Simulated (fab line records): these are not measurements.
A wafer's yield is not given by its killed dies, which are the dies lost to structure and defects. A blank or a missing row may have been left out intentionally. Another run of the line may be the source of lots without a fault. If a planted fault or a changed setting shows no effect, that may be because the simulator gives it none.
fab line records | flow n5Finfet
record lots=6 | wafers=16 | lastDay=19
route steps=1938 shown SD_EPI_P@298 BEOL_M4@1111 PASSIVATION@1936
lots that met no fault: taken from a fault-free run of the same line
startH: start of the lot's first displayed wafer, in hours after the record's first day | waitH: hours since the lot's step before | " repeats the value in the row above | L1.1+2: several wafers, shown together as one row | - value missing, or start not given | * or withheld: withheld | < > ~ a bound
route shown NAME@n: names a module that has steps shown in the file, with the first one's number in the route | usual: mean/standard deviation taken from wafers without a fault | same: alike in all rows | chamber/n: place in a boat | sites: the reading at each site | _std_site: standard deviation across them | _edge_site: the outer-site mean with the inner-site mean subtracted | radiusMm: how far each site lies from the wafer's centre | mask NAME#n: copy n | behind: tool/chamber where the wafer was last shaped | hold: why the lot went on hold/how many hours it stayed there/how the hold came to an end | device: whichever transistor did not switch (one of n, p or np) | end of line: the same wafers' tests at the end of the route | a step given without rows: its recipe and nothing more | killed: dies that structure and defects cost at the first sort, which is not the same as the wafer's yield | map: per-die view of a wafer (x killed, . not killed, _ where there is no die)
set.NAME: the setting as run; set.NAME@STEP: as run at that earlier step | model.NAME: the simulator's own value behind a step, which no gauge read
lots at selected steps of the route; one table per step, one row per wafer
services: a tool's chamber out of use, with start hour (startH, from the record's first day; less than 0 if before it), hours out, and reason
## steps
# step N5_SD_EPI_P_EBR_05
# recipe solvent=PGMEA | ebrWidthMm=1.5
# step N5_SD_EPI_P_SOFTBAKE_04
# recipe tempC=110 | timeS=60 | resist=CAR-ArF-block
# step N5_SD_EPI_P_EXPOSE_06
# recipe maskId=SD_P_BLK | na=1.35 | sourceShape=conventional | sigmaOuter=0.8 | polarization=unpolarized | targetCdNm=240 | doseMj=39.5
# step N5_SD_EPI_P_PEB_07
# recipe pebTempC=110 | pebTimeS=60 | resist=CAR-ArF-block
# step N5_SD_EPI_P_DEVELOP_08
# recipe developTimeS=30 | developer=TMAH | resist=CAR-ArF-block | devTempC=23 | rinseLiquid=diw | dry=airSpin
# step N5_SD_EPI_P_CD_MEAS_09
# recipe targetCdNm=240 | landingEnergyEv=500 | detector=seInlens
# usual cdNm=240.4/0.84
lot.wafer | tool     | chamber | startH | waitH | cdNm
L656.3    | cdSem-01 | 0       | 79.02  | -     | 239.0
L656.4    | "        | 0       | "      | "     | 238.7
L656.5    | "        | 0       | "      | "     | 238.8
L660.4    | cdSem-03 | 0       | 104.19 | -     | 240.9
L660.6    | "        | 0       | "      | "     | 240.3
L661.4    | cdSem-03 | 0       | 107.08 | -     | 240.2
L661.6    | "        | 0       | "      | "     | 240.4
L668.1    | cdSem-01 | 0       | 148.12 | -     | 240.1
L668.3    | "        | 0       | "      | "     | 239.1
L668.6    | "        | 0       | "      | "     | 240.3
L672.2    | cdSem-02 | 0       | 177.18 | -     | 239.6
L672.3    | "        | 0       | "      | "     | 240.4
L672.6    | "        | 0       | "      | "     | 241.1
L675.1    | cdSem-03 | 0       | 191.61 | -     | 240.0
L675.2    | "        | 0       | "      | "     | 240.8
L675.3    | "        | 0       | "      | "     | 239.9
# step N5_SD_EPI_P_OVL_MEAS_10
# recipe pointsPerWafer=44
# usual SD_P_BLK_OVL=0.2/0.76
# same pointsPerWafer=44
lot.wafer | tool       | chamber | startH | waitH | SD_P_BLK_OVL[nm]
L656.3    | overlay-02 | 0       | 79.05  | 0.0   | -0.2
L656.4    | "          | 0       | "      | "     | 1.1
L656.5    | "          | 0       | "      | "     | 0.1
L660.4    | overlay-02 | 0       | 104.22 | 0.0   | 0.3
L660.6    | "          | 0       | "      | "     | 0.7
L661.4    | overlay-01 | 0       | 107.11 | 0.0   | -0.7
L661.6    | "          | 0       | "      | "     | 0.6
L668.1    | overlay-02 | 0       | 148.15 | 0.0   | 0.7
L668.3    | "          | 0       | "      | "     | 0.6
L668.6    | "          | 0       | "      | "     | 1.0
L672.2    | overlay-02 | 0       | 177.21 | 0.0   | 1.1
L672.3    | "          | 0       | "      | "     | 0.8
L672.6    | "          | 0       | "      | "     | 0.2
L675.1    | overlay-02 | 0       | 191.64 | 0.0   | 1.1
L675.2    | "          | 0       | "      | "     | 0.0
L675.3    | "          | 0       | "      | "     | 0.0
# step N5_SD_EPI_P_INSPECT_11
# recipe mode=adi | inspectInstrument=macro
# usual rawDefectCount=2.0/1.4
lot.wafer | tool             | chamber | startH | waitH | rawDefectCount
L656.3    | defectInspect-02 | -       | 79.07  | 0.0   | 1
L656.4    | "                | -       | "      | "     | 0
L656.5    | "                | -       | "      | "     | 0
L660.4    | defectInspect-01 | -       | 104.24 | 0.0   | 6
L660.6    | "                | -       | "      | "     | 2
L661.4    | defectInspect-02 | -       | 107.13 | 0.0   | 2
L661.6    | "                | -       | "      | "     | 3
L668.1    | defectInspect-02 | -       | 148.17 | 0.0   | 3
L668.3    | "                | -       | "      | "     | 0
L668.6    | "                | -       | "      | "     | 2
L672.2    | defectInspect-02 | -       | 177.23 | 0.0   | 3
L672.3    | "                | -       | "      | "     | 1
L672.6    | "                | -       | "      | "     | 2
L675.1    | defectInspect-02 | -       | 191.67 | 0.0   | 4
L675.2    | "                | -       | "      | "     | 2
L675.3    | "                | -       | "      | "     | 0
# step N5_SD_EPI_P_DESCUM_14
# recipe chemistry=O2 | timeS=7.9 | sourcePowerW=50 | biasPowerW=20 | pressureMtorr=20 | rfFrequencyHz=2.712e+07 | tempC=40 | resist=CAR-ArF-block | o2FlowSccm=225
# usual drypumpMotorCurrentA=5.7/0.36 | oesProductAu=0.75/0.085 | rfVppV=243.2/1.3 | showerheadPlenumPTorr=2.10/0.062 | throttleValvePct=20.54/0.18
lot.wafer | tool       | chamber | startH | waitH | drypumpMotorCurrentA | oesProductAu | rfHoursCounterH | rfVppV | showerheadPlenumPTorr | throttleValvePct
L656.3    | rieDiel-03 | 2       | 79.35  | 0.3   | 5.7                  | 0.71         | 200             | 242.1  | 2.07                  | 20.73
L656.4    | "          | 3       | "      | "     | 5.7                  | 0.70         | 212             | 246.1  | 2.16                  | 20.54
L656.5    | "          | 2       | "      | "     | 5.7                  | 0.70         | -               | 241.8  | 2.07                  | 20.72
L660.4    | rieDiel-03 | 0       | 104.27 | 0.0   | 5.4                  | 0.75         | 147             | 242.0  | 2.01                  | 20.70
L660.6    | "          | 2       | "      | "     | 5.7                  | 0.70         | -               | 242.6  | 2.07                  | 20.75
L661.4    | rieDiel-03 | 1       | 107.17 | 0.0   | 5.2                  | 0.66         | 236             | 244.6  | 2.14                  | 20.70
L661.6    | "          | 3       | "      | "     | 5.6                  | 0.69         | -               | 244.6  | 2.15                  | 20.57
L668.1    | rieDiel-04 | 3       | 148.20 | 0.0   | 6.1                  | 0.92         | 34              | 242.2  | 2.06                  | 20.32
L668.3    | "          | 2       | "      | "     | 6.0                  | 0.71         | 211             | 242.4  | 2.08                  | 20.34
L668.6    | "          | 2       | "      | "     | 6.0                  | 0.71         | -               | 244.1  | 2.08                  | 20.34
L672.2    | rieDiel-02 | 3       | 177.52 | 0.3   | 5.5                  | 0.90         | 27              | 245.3  | 2.24                  | 20.33
L672.3    | "          | 1       | "      | "     | 6.4                  | 0.73         | 183             | 243.1  | 2.09                  | 20.34
L672.6    | "          | 2       | "      | "     | 6.3                  | 0.87         | -               | 245.3  | 2.16                  | 20.35
L675.1    | rieDiel-03 | 1       | 191.70 | 0.0   | 5.2                  | 0.95         | 7               | 244.0  | 2.13                  | 20.36
L675.2    | "          | 2       | "      | "     | 5.7                  | 0.67         | 240             | 243.3  | 2.06                  | 20.81
L675.3    | "          | 0       | "      | "     | 5.5                  | 0.72         | 178             | 240.7  | 2.00                  | 20.76
# step N5_SD_EPI_P_ETCH_36
# recipe chemistry=CF4 | target=SiARC | targetDepthA=455 | maskMaterial=CAR-ArF-block | timeS=75.8 | ionEnergyEv=80 | pressureMtorr=40 | sourceW=545 | biasW=36 | Ar_flow_sccm=100 | cf4FlowSccm=100 | ends=cleared
# usual drypumpMotorCurrentA=5.7/0.36 | etchRfOnTimeS=76.7/1.7 | oesProductAu=0.64/0.069 | rfVppV=183.9/1.1 | showerheadPlenumPTorr=2.15/0.06 | throttleValvePct=15.74/0.25
lot.wafer | tool       | chamber | startH | waitH | drypumpMotorCurrentA | etchRfOnTimeS | oesProductAu | rfHoursCounterH | rfVppV | showerheadPlenumPTorr | throttleValvePct
L656.3    | rieDiel-03 | 2       | 79.39  | 0.0   | 5.7                  | 77.8          | 0.61         | 200             | 184.5  | 2.14                  | 16.01
L656.4    | "          | 3       | "      | "     | 5.6                  | 79.9          | 0.59         | 212             | 186.1  | 2.21                  | 15.84
L656.5    | "          | 2       | "      | "     | 5.7                  | 77.8          | 0.61         | -               | 183.7  | 2.14                  | 16.01
L660.4    | rieDiel-03 | 0       | 104.31 | 0.0   | 5.5                  | 76.9          | 0.64         | 147             | 183.4  | 2.06                  | 15.85
L660.6    | "          | 2       | "      | "     | 5.7                  | 78.2          | 0.60         | -               | 183.1  | 2.14                  | 16.02
L661.4    | rieDiel-03 | 1       | 107.21 | 0.0   | 5.2                  | 78.8          | 0.56         | 236             | 184.2  | 2.20                  | 16.03
L661.6    | "          | 3       | "      | "     | 5.7                  | 79.1          | 0.59         | -               | 183.1  | 2.20                  | 15.86
L668.1    | rieDiel-04 | 3       | 148.24 | 0.0   | 6.1                  | 74.9          | 0.78         | 34              | 184.4  | 2.09                  | 15.32
L668.3    | "          | 2       | "      | "     | 6.0                  | 76.9          | 0.61         | 211             | 181.9  | 2.13                  | 15.55
L668.6    | "          | 2       | "      | "     | 5.9                  | 76.1          | 0.61         | -               | 184.2  | 2.13                  | 15.56
L672.2    | rieDiel-02 | 3       | 177.55 | 0.0   | 5.5                  | 75.9          | 0.75         | 27              | 184.8  | 2.27                  | 15.41
L672.3    | "          | 1       | "      | "     | 6.4                  | 75.5          | 0.61         | 183             | 183.5  | 2.13                  | 15.50
L672.6    | "          | 2       | "      | "     | 6.4                  | 76.9          | 0.73         | -               | 183.5  | 2.17                  | 15.31
L675.1    | rieDiel-03 | 1       | 191.74 | 0.0   | 5.2                  | 74.7          | 0.80         | 7               | 184.9  | 2.19                  | 15.58
L675.2    | "          | 2       | "      | "     | 5.6                  | 77.4          | 0.59         | 240             | 182.5  | 2.13                  | 16.08
L675.3    | "          | 0       | "      | "     | 5.5                  | 75.4          | 0.62         | 178             | 182.2  | 2.05                  | 15.91
# step N5_SD_EPI_P_ETCH_37
# recipe chemistry=N2/H2 | target=SOC | overetchA=1080 | maskMaterial=SiARC | tempC=40 | ionEnergyEv=100 | sourceW=3000 | biasW=133 | pressureMtorr=20 | timeS=486 | n2FlowSccm=200 | h2FlowSccm=200 | ends=endPoint
# usual drypumpMotorCurrentA=5.7/0.36 | oesProductAu=0.68/0.068 | rfVppV=240.7/1.2 | showerheadPlenumPTorr=2.54/0.074 | throttleValvePct=23.89/0.29
lot.wafer | tool       | chamber | startH | waitH | drypumpMotorCurrentA | oesProductAu | rfHoursCounterH | rfVppV | showerheadPlenumPTorr | throttleValvePct
L656.3    | rieDiel-03 | 2       | 79.44  | 0.0   | 5.7                  | 0.65         | 200             | 240.1  | 2.52                  | 24.28
L656.4    | "          | 3       | "      | "     | 5.7                  | 0.63         | 212             | 242.3  | 2.63                  | 23.74
L656.5    | "          | 2       | "      | "     | 5.7                  | 0.65         | -               | 240.9  | 2.52                  | 24.27
L660.4    | rieDiel-03 | 0       | 104.36 | 0.0   | 5.5                  | 0.68         | 147             | 239.4  | 2.44                  | 24.19
L660.6    | "          | 2       | "      | "     | 5.7                  | 0.64         | -               | 238.7  | 2.51                  | 24.27
L661.4    | rieDiel-03 | 1       | 107.26 | 0.0   | 5.3                  | 0.61         | 236             | 241.0  | 2.60                  | 23.95
L661.6    | "          | 3       | "      | "     | 5.6                  | 0.63         | -               | 242.4  | 2.62                  | 23.76
L668.1    | rieDiel-04 | 3       | 148.29 | 0.0   | 6.0                  | 0.80         | 34              | 241.1  | 2.49                  | 23.66
L668.3    | "          | 2       | "      | "     | 6.0                  | 0.64         | 211             | 239.4  | 2.50                  | 23.65
L668.6    | "          | 2       | "      | "     | 6.0                  | 0.65         | -               | 240.6  | 2.50                  | 23.64
L672.2    | rieDiel-02 | 3       | 177.61 | 0.0   | 5.5                  | 0.78         | 27              | 243.1  | 2.68                  | 23.57
L672.3    | "          | 1       | "      | "     | 6.4                  | 0.65         | 183             | 240.0  | 2.52                  | 23.64
L672.6    | "          | 2       | "      | "     | 6.4                  | 0.78         | -               | 240.2  | 2.58                  | 23.42
L675.1    | rieDiel-03 | 1       | 191.79 | 0.0   | 5.2                  | 0.84         | 7               | 240.7  | 2.59                  | 23.69
L675.2    | "          | 2       | "      | "     | 5.7                  | 0.62         | 241             | 239.1  | 2.50                  | 24.32
L675.3    | "          | 0       | "      | "     | 5.5                  | 0.65         | 178             | 239.5  | 2.43                  | 24.23
# step N5_SD_EPI_P_STRIP_38
# recipe chemistry=N2/H2 | tempC=40 | n2FlowSccm=200 | h2FlowSccm=200 | rfFrequencyHz=6e+07
# step N5_SD_EPI_P_ETCHBACK_46
# recipe chemistry=CH3F/O2 | mode=anisotropicEtchback | target=SiNx | targetDepthA=175 | stopOn=SiO2 | overEtchFrac=0.3 | ionEnergyEv=120 | pressureMtorr=30 | sourceW=395 | biasW=73 | Ar_flow_sccm=150 | CH3F_flow_sccm=30 | O2_flow_sccm=20
# usual drypumpMotorCurrentA=5.7/0.36 | oesProductAu=0.65/0.065 | overEtchFrac=0.3/0 | rfVppV=296/4.5 | showerheadPlenumPTorr=2.00/0.056 | throttleValvePct=16.46/0.24
lot.wafer | tool       | chamber | startH | waitH | drypumpMotorCurrentA | oesProductAu | overEtchFrac | rfHoursCounterH | rfVppV | showerheadPlenumPTorr | throttleValvePct
L656.3    | rieDiel-03 | 2       | 79.77  | 0.0   | 5.7                  | 0.62         | 0.3          | 200             | 304    | 1.99                  | 16.71
L656.4    | "          | 3       | "      | "     | 5.7                  | 0.61         | 0.3          | 212             | 294    | 2.06                  | 16.53
L656.5    | "          | 2       | "      | "     | 5.7                  | 0.62         | 0.3          | -               | 303    | 1.99                  | 16.70
L660.4    | rieDiel-03 | 0       | 104.69 | 0.0   | 5.5                  | 0.64         | 0.3          | 147             | 293    | 1.93                  | 16.62
L660.6    | "          | 2       | "      | "     | 5.7                  | 0.62         | 0.26786      | -               | 304    | 1.99                  | 16.74
L661.4    | rieDiel-03 | 1       | 107.59 | 0.0   | 5.2                  | 0.58         | 0.3          | 236             | 291    | 2.05                  | 16.71
L661.6    | "          | 3       | "      | "     | 5.7                  | 0.62         | 0.26786      | -               | 295    | 2.06                  | 16.55
L668.1    | rieDiel-04 | 3       | 148.62 | 0.0   | 6.0                  | 0.78         | 0.3          | 34              | 291    | 1.96                  | 16.13
L668.3    | "          | 2       | "      | "     | 6.0                  | 0.62         | 0.3          | 212             | 304    | 1.99                  | 16.25
L668.6    | "          | 2       | "      | "     | 6.0                  | 0.61         | 0.3          | -               | 301    | 1.99                  | 16.26
L672.2    | rieDiel-02 | 3       | 177.93 | 0.0   | 5.5                  | 0.75         | 0.3          | 27              | 297    | 2.12                  | 16.10
L672.3    | "          | 1       | "      | "     | 6.4                  | 0.61         | 0.3          | 184             | 299    | 1.99                  | 16.26
L672.6    | "          | 2       | "      | "     | 6.3                  | 0.75         | 0.3          | -               | 297    | 2.03                  | 16.03
L675.1    | rieDiel-03 | 1       | 192.12 | 0.0   | 5.2                  | 0.80         | 0.3          | 7               | 291    | 2.05                  | 16.30
L675.2    | "          | 2       | "      | "     | 5.7                  | 0.59         | 0.3          | 241             | 302    | 1.98                  | 16.78
L675.3    | "          | 0       | "      | "     | 5.4                  | 0.62         | 0.3          | 178             | 293    | 1.92                  | 16.68
# step N5_SD_EPI_P_ETCH_47
# recipe chemistry=CH3F/O2 | target=SiOCN | targetDepthA=250 | maskMaterial=SOC | ionEnergyEv=60 | biasW=29 | pressureMtorr=30 | sourceW=410 | Ar_flow_sccm=150 | CH3F_flow_sccm=30 | O2_flow_sccm=20
# usual drypumpMotorCurrentA=5.7/0.36 | oesProductAu=0.75/0.082 | rfVppV=126.7/2 | showerheadPlenumPTorr=2.00/0.056 | throttleValvePct=16.44/0.24
lot.wafer | tool       | chamber | startH | waitH | drypumpMotorCurrentA | oesProductAu | rfHoursCounterH | rfVppV | showerheadPlenumPTorr | throttleValvePct
L656.3    | rieDiel-03 | 2       | 79.87  | 0.1   | 5.7                  | 0.72         | 200             | 129.8  | 1.99                  | 16.69
L656.4    | "          | 3       | "      | "     | 5.7                  | 0.70         | 212             | 126.0  | 2.06                  | 16.50
L656.5    | "          | 2       | "      | "     | 5.7                  | 0.73         | -               | 128.9  | 1.99                  | 16.68
L660.4    | rieDiel-03 | 0       | 104.79 | 0.1   | 5.5                  | 0.75         | 147             | 125.3  | 1.93                  | 16.60
L660.6    | "          | 2       | "      | "     | 5.7                  | 0.71         | -               | 129.2  | 1.99                  | 16.70
L661.4    | rieDiel-03 | 1       | 107.69 | 0.1   | 5.2                  | 0.66         | 236             | 123.9  | 2.05                  | 16.69
L661.6    | "          | 3       | "      | "     | 5.7                  | 0.69         | -               | 128.3  | 2.06                  | 16.51
L668.1    | rieDiel-04 | 3       | 148.72 | 0.1   | 6.1                  | 0.91         | 34              | 124.8  | 1.96                  | 16.11
L668.3    | "          | 2       | "      | "     | 6.0                  | 0.72         | 212             | 129.3  | 1.99                  | 16.24
L668.6    | "          | 2       | "      | "     | 6.0                  | 0.71         | -               | 129.2  | 1.99                  | 16.24
L672.2    | rieDiel-02 | 3       | 178.03 | 0.1   | 5.5                  | 0.87         | 27              | 127.1  | 2.12                  | 16.08
L672.3    | "          | 1       | "      | "     | 6.4                  | 0.71         | 184             | 128.7  | 1.99                  | 16.19
L672.6    | "          | 2       | "      | "     | 6.3                  | 0.85         | -               | 125.7  | 2.03                  | 16.02
L675.1    | rieDiel-03 | 1       | 192.22 | 0.1   | 5.2                  | 0.95         | 7               | 125.2  | 2.05                  | 16.27
L675.2    | "          | 2       | "      | "     | 5.7                  | 0.69         | 241             | 129.8  | 1.98                  | 16.76
L675.3    | "          | 0       | "      | "     | 5.5                  | 0.73         | 178             | 127.1  | 1.92                  | 16.65
# step N5_BEOL_M4_RC_MEAS_101
# usual DIBL_N=36.3/1.7 | DIBL_P=36.5/2.1 | IOFF_N=0.16/0.03 | IOFF_P=0.22/0.035 | ION_N=675/11 | ION_P=465/7.1 | SS_N=71.5/0.62 | SS_P=73.3/0.64 | VT_N=250/3.1 | VT_P=-249.1/3
lot.wafer | tool      | chamber | startH | waitH | DIBL_N[mV/V] | DIBL_P[mV/V] | IOFF_N[nA/um] | IOFF_P[nA/um] | ION_N[uA/um] | ION_P[uA/um] | SS_N[mV/dec] | SS_P[mV/dec] | VT_N[mV] | VT_P[mV]
L656.3    | prober-01 | 0       | 190.46 | 0.3   | 35.0         | 36.2         | 0.15          | 0.21          | 666          | 464          | 71.9         | 72.5         | 253      | -250.3
L656.4    | "         | 0       | "      | "     | 34.3         | 35.5         | 0.14          | 0.20          | 676          | 464          | 71.3         | 72.9         | 254      | -251.1
L656.5    | "         | 0       | "      | "     | 37.5         | 39.4         | 0.20          | 0.27          | 684          | 472          | 72.1         | 74.4         | 246      | -244.4
L660.4    | prober-01 | 0       | 217.02 | 0.5   | 36.5         | 37.2         | 0.16          | 0.22          | 686          | 474          | 71.4         | 73.6         | 251      | -247.3
L660.6    | "         | 0       | "      | "     | 35.4         | 36.1         | 0.15          | 0.21          | 678          | 465          | 71.2         | 73.7         | 249      | -248.4
L661.4    | prober-02 | 0       | 219.60 | 0.5   | 35.9         | 34.8         | 0.14          | 0.20          | 675          | 468          | 70.9         | 72.3         | 250      | -249.5
L661.6    | "         | 0       | "      | "     | 36.1         | 35.6         | 0.14          | 0.21          | 673          | 471          | 71.5         | 73.1         | 251      | -249.3
L672.2    | prober-01 | 0       | 309.13 | 0.2   | 35.8         | 34.8         | 0.16          | 0.22          | 694          | 476          | 71.4         | 73.4         | 248      | -247.7
L672.3    | "         | 0       | "      | "     | 36.8         | 36.0         | 0.17          | 0.23          | 690          | 469          | 71.8         | 72.9         | 248      | -244.7
L672.6    | "         | 0       | "      | "     | 35.3         | 33.7         | 0.13          | 0.19          | 670          | 463          | 70.9         | 72.6         | 253      | -246.4
L668.1    | prober-02 | 0       | 324.84 | 0.0   | 34.0         | 35.5         | 0.15          | 0.19          | 673          | 461          | 71.8         | 72.8         | 247      | -250.5
L668.3    | "         | 0       | "      | "     | 32.5         | 34.6         | 0.13          | 0.18          | 652          | 449          | 69.9         | 73.1         | 253      | -250.0
L668.6    | "         | 0       | "      | "     | 33.7         | 36.5         | 0.14          | 0.21          | 664          | 464          | 71.2         | 73.8         | 251      | -247.5
L675.1    | prober-02 | 0       | 332.04 | 0.0   | 35.3         | 37.3         | 0.16          | 0.22          | 697          | 477          | 71.7         | 73.4         | 247      | -247.2
L675.2    | "         | 0       | "      | "     | 37.0         | 38.8         | 0.19          | 0.24          | 684          | 466          | 71.6         | 73.7         | 247      | -247.8
L675.3    | "         | 0       | "      | "     | 36.2         | 38.5         | 0.17          | 0.26          | 688          | 474          | 71.9         | 74.0         | 247      | -246.5
# step N5_PASSIVATION_PROBE_49
# usual defectLimitedYield=91.2/1.4 | killed_at_M0_to_M3=36/10 | killed_at_M4_up=13/5.1 | killedAtContacts=12/5.4 | killedAtFrontEnd=39/11 | killedAtOther=3.5/2.4 | killedDies=104/17 | killedOpen=67/13 | killedShort=36/8.3 | sort_bin_5_function=5.2/0.98 | sort_bin_6_memory=3.3/0.68 | sortNPass=1076/17 | sortYieldPct=91.2/1.4
# same grossDies=1180 | killedAtBackSide=0 | sort_bin_4_leakage[%]=0 | sort_bin_8_speed[%]=0
lot.wafer | tool      | chamber | startH | waitH | defectLimitedYield[%] | killed_at_M0_to_M3 | killed_at_M4_up | killedAtContacts | killedAtFrontEnd | killedAtOther | killedDies | killedOpen | killedShort | sort_bin_5_function[%] | sort_bin_6_memory[%] | sortNPass | sortYieldPct[%]
L656.3    | prober-02 | -       | 275.34 | 0.1   | 93.3                  | 31                 | 14              | 5                | 23               | 6             | 79         | 55         | 22          | 3.4                    | 3.0                  | 1101      | 93.3
L656.4    | prober-02 | -       | 275.39 | 0.2   | 92.8                  | 31                 | 10              | 12               | 29               | 3             | 85         | 54         | 30          | 4.6                    | 2.2                  | 1095      | 92.8
L656.5    | prober-02 | -       | 275.44 | 0.2   | 93.1                  | 31                 | 6               | 16               | 24               | 4             | 81         | 47         | 34          | 4.2                    | 2.4                  | 1099      | 93.1
L668.1    | prober-01 | -       | 459.56 | 0.0   | 90.9                  | 42                 | 17              | 16               | 29               | 3             | 107        | 76         | 31          | 4.7                    | 4.2                  | 1073      | 90.9
L668.3    | prober-01 | -       | 459.66 | 0.1   | 89.2                  | 40                 | 23              | 7                | 44               | 13            | 127        | 79         | 47          | 6.6                    | 3.3                  | 1053      | 89.2
L668.6    | prober-01 | -       | 459.81 | 0.3   | 91.9                  | 50                 | 10              | 5                | 28               | 3             | 96         | 66         | 26          | 5.1                    | 2.8                  | 1084      | 91.9
# killed by level:class
L656.3 BEOL_M2:geometricParticle:open=12 BEOL_M0_SAQP:geometricParticle:short=6 DUMMY_GATE:geometricParticle:open=4 MOL_CONTACT_COAG:geometricParticle:open=4 BEOL_M0_SAQP:geometricParticle:open=4 BEOL_M4:geometricParticle:open=4 PAD_METAL:geometricParticle:open=4 BEOL_M3:geometricParticle:open=3
L656.4 BEOL_M2:geometricParticle:open=9 MOL_CONTACT_COAG:geometricParticle:open=7 FIN_SAQP:geometricParticle:short=6 DUMMY_GATE:geometricParticle:open=6 BEOL_M0_SAQP:geometricParticle:short=6 BEOL_M0_SAQP:geometricParticle:open=6 BEOL_M3:geometricParticle:open=6 MOL_CONTACT_COAG:geometricParticle:short=5
L656.5 MOL_CONTACT_COAG:geometricParticle:open=12 BEOL_M0_SAQP:geometricParticle:short=8 BEOL_M2:geometricParticle:open=7 FIN_SAQP:geometricParticle:short=6 BEOL_M0_SAQP:geometricParticle:open=5 STI_FIN_REVEAL:geometricParticle:open=4 MOL_CONTACT_COAG:geometricParticle:short=4 GATE_CUT:geometricParticle:open=3
L668.1 BEOL_M0_SAQP:geometricParticle:open=15 MOL_CONTACT_COAG:geometricParticle:open=14 BEOL_M0_SAQP:geometricParticle:short=13 FIN_SAQP:geometricParticle:open=9 BEOL_M4:geometricParticle:open=6 FIN_SAQP:geometricParticle:short=5 STI_FIN_REVEAL:geometricParticle:open=4 BEOL_M3:geometricParticle:open=4
L668.3 BEOL_M0_SAQP:geometricParticle:open=18 FIN_SAQP:geometricParticle:short=15 STI_FIN_REVEAL:geometricParticle:open=11 BEOL_M4:geometricParticle:open=9 BEOL_M0_SAQP:geometricParticle:short=9 FIN_SAQP:geometricParticle:open=7 BEOL_M3:geometricParticle:open=5 MIM_TOP:geometricParticle:open=5
L668.6 BEOL_M0_SAQP:geometricParticle:open=16 BEOL_M2:geometricParticle:open=14 BEOL_M0_SAQP:geometricParticle:short=8 FIN_SAQP:geometricParticle:open=6 FIN_SAQP:geometricParticle:short=6 STI_FIN_REVEAL:geometricParticle:open=5 MOL_CONTACT_COAG:geometricParticle:open=4 BEOL_M3:geometricParticle:open=4
## services
tool       | chamber | startH | hours | kind
rieDiel-02 | 2       | 56.92  | -     | clean
rieDiel-02 | 2       | 56.92  | -     | consumableReplace:focusRing
rieDiel-02 | 2       | 56.92  | 16.7  | scheduledDown
rieDiel-02 | 2       | 56.92  | 16.7  | ventCycle
rieDiel-04 | 2       | 70.08  | 5.8   | repair
rieDiel-02 | 3       | 81.94  | 4.4   | repair
rieDiel-02 | 3       | 86.34  | -     | clean
rieDiel-02 | 3       | 86.34  | -     | consumableReplace:focusRing
rieDiel-02 | 3       | 86.34  | -     | consumableReplace:showerhead
rieDiel-02 | 3       | 86.34  | 13.4  | scheduledDown
rieDiel-02 | 3       | 86.34  | 13.4  | ventCycle
rieDiel-04 | -       | 105.48 | 12.2  | repair
rieDiel-02 | 0       | 117.33 | 3.4   | repair
rieDiel-04 | 3       | 118.63 | 9.4   | repair
rieDiel-03 | 1       | 151.97 | -     | clean
rieDiel-03 | 1       | 151.97 | -     | consumableReplace:focusRing
rieDiel-03 | 1       | 151.97 | 16.5  | scheduledDown
rieDiel-03 | 1       | 151.97 | 16.5  | ventCycle
rieDiel-02 | 1       | 157.61 | 19.4  | repair
rieDiel-04 | -       | 165.30 | 1.5   | repair
rieDiel-03 | 3       | 185.10 | -     | clean
rieDiel-03 | 3       | 185.10 | -     | consumableReplace:focusRing
rieDiel-03 | 3       | 185.10 | 14.8  | scheduledDown
rieDiel-03 | 3       | 185.10 | 14.8  | ventCycle
## key
firstSign step=N5_SD_EPI_P_ETCHBACK_46 | reading=overEtchFrac | direction=down | sigmas=99+ | usual=0.3 | struck=0.26786
effect none on later readings
metAt N5_SD_EPI_P_ETCHBACK_46
struckWafers L660.6,L661.6
onsetBetween 79.77 104.69
fault kind=processParameterDrift | tool=rieDiel-03 | chamber=- | onsetH=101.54 | steps=N5_SD_EPI_P_ETCHBACK_46 | channel=overEtchFrac | offset=-0.032135 | shape=step | endH=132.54 | scope=struckWafersOnly | actsIn=theseRecipesOnly | stated=0.3
